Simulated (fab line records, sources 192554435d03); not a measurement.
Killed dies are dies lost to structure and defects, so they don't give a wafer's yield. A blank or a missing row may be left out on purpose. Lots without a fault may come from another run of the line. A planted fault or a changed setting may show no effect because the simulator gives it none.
Split-lot experiment | flow n5_finfet | 7 lots, 21 wafers read, on a route of 1938 steps

THE SPLIT
At N5_HKMG_FIN_EXPOSE_46 (exposes mask NDIPOLE), the setting dose_mj was moved away from the recipe's 40 on 8 of the 21 wafers read, by -3.8% to +7.0%. The other wafers ran this setting at the recipe's value.

FROM THE SPLIT TO THE READING: what the file shows between them, 3 steps
- N5_HKMG_FIN_PEB_47: peb time 60 s
- N5_HKMG_FIN_DEVELOP_48: develop time 30 s
- N5_HKMG_FIN_DESCUM_53: chemistry O2, time 7.9 s

THE READING
HKMG_FIN.cd_offset_nm (the simulator's own value, which no gauge read), in nm, at N5_HKMG_FIN_ETCH_54 (etches SiARC in CF4, target depth 45.5 nm, time 75.8 s). The file gives no usual value for it. The 13 wafers here that ran the recipe average 0.2 nm, standard deviation 0.59 nm.

wafer  | tool, chamber at the split | dose_mj as run | against the recipe | HKMG_FIN.cd_offset_nm, nm | against lot-mates on the recipe
L077.1 | arfi_scanner-01, 0         | 38.53          | -3.7%              | -1.2                      | no lot-mate on the recipe
L077.5 | arfi_scanner-01, 0         | 38.53          | -3.7%              | -1.4                      | no lot-mate on the recipe
L077.6 | arfi_scanner-01, 0         | 38.53          | -3.7%              | -0.6                      | no lot-mate on the recipe
L079.1 | arfi_scanner-02, 0         | 40             | recipe             | 0.6                       | -
L079.3 | arfi_scanner-02, 0         | 40             | recipe             | -0.6                      | -
L079.4 | arfi_scanner-02, 0         | 40             | recipe             | 0                         | -
L082.1 | arfi_scanner-01, 0         | 39.02          | -2.4%              | -0.8                      | -1.5
L082.3 | arfi_scanner-01, 0         | 40             | recipe             | 1.2                       | -
L082.6 | arfi_scanner-01, 0         | 40             | recipe             | 0.2                       | -
L083.1 | arfi_scanner-02, 0         | 38.48          | -3.8%              | -3                        | -3.2
L083.4 | arfi_scanner-02, 0         | 38.48          | -3.8%              | -2                        | -2.2
L083.5 | arfi_scanner-02, 0         | 40             | recipe             | 0.2                       | -
L086.1 | arfi_scanner-01, 0         | 40             | recipe             | 0.8                       | -
L086.2 | arfi_scanner-01, 0         | 40             | recipe             | 1.2                       | -
L086.3 | arfi_scanner-01, 0         | 40             | recipe             | -0.2                      | -
L091.1 | arfi_scanner-03, 0         | 40             | recipe             | 0.2                       | -
L091.2 | arfi_scanner-03, 0         | 42.8           | +7.0%              | 3.4                       | +3.2
L091.5 | arfi_scanner-03, 0         | 42.8           | +7.0%              | 4.2                       | +4.0
L095.3 | arfi_scanner-02, 0         | 40             | recipe             | 0                         | -
L095.4 | arfi_scanner-02, 0         | 40             | recipe             | -0.8                      | -
L095.5 | arfi_scanner-02, 0         | 40             | recipe             | -0.2                      | -

THE FIT
A straight line over all 21 wafers: HKMG_FIN.cd_offset_nm changes by +0.505 nm for each +1% of dose_mj; r = +0.92; the points scatter about the line by 0.65 nm.
The same after taking each lot's own level away (the mean of its wafers on the recipe; 18 wafers): +0.565 nm for each +1%; r = +0.95; scatter 0.51 nm.
On that fit, the largest move of dose_mj shifts the reading by 4 nm.
The lots' own levels span -0.33 to 0.70 nm, that is 1.7 times the standard deviation above.
So the lot-to-lot level changes the slope: the two fits differ.
Check: with one of the wafers moved furthest among these (+7.0%) left out of the fit, the line predicts +4.28 nm for it against its lot-mates. It came out at +3.2 nm against them.

OTHER SPLITS ON THESE WAFERS
These wafers also went through other splits before the reading. Each is held against what the fit with the lots' levels taken away leaves over:
other split on the same wafers     | wafers away from the commonest value | r with HKMG_FIN.cd_offset_nm (lot level and that fit taken away)
N5_SD_EPI_N_PEB_07 peb_time_s      | 6                                    | +0.31
N5_SD_EPI_N_ETCH_45 target_depth_a | 8                                    | -0.17
N5_ILD0_ALD_15 ald_cycles          | 5                                    | +0.10
N5_SDB_COAT_03 spin_rpm            | 8                                    | +0.19
N5_HKMG_FIN_COAT_41 spin_rpm       | 9                                    | +0.46

THE FILE'S OWN FIT
HKMG_FIN.cd_offset_nm changes by +0.564 nm for each +1% of dose_mj, r = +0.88.
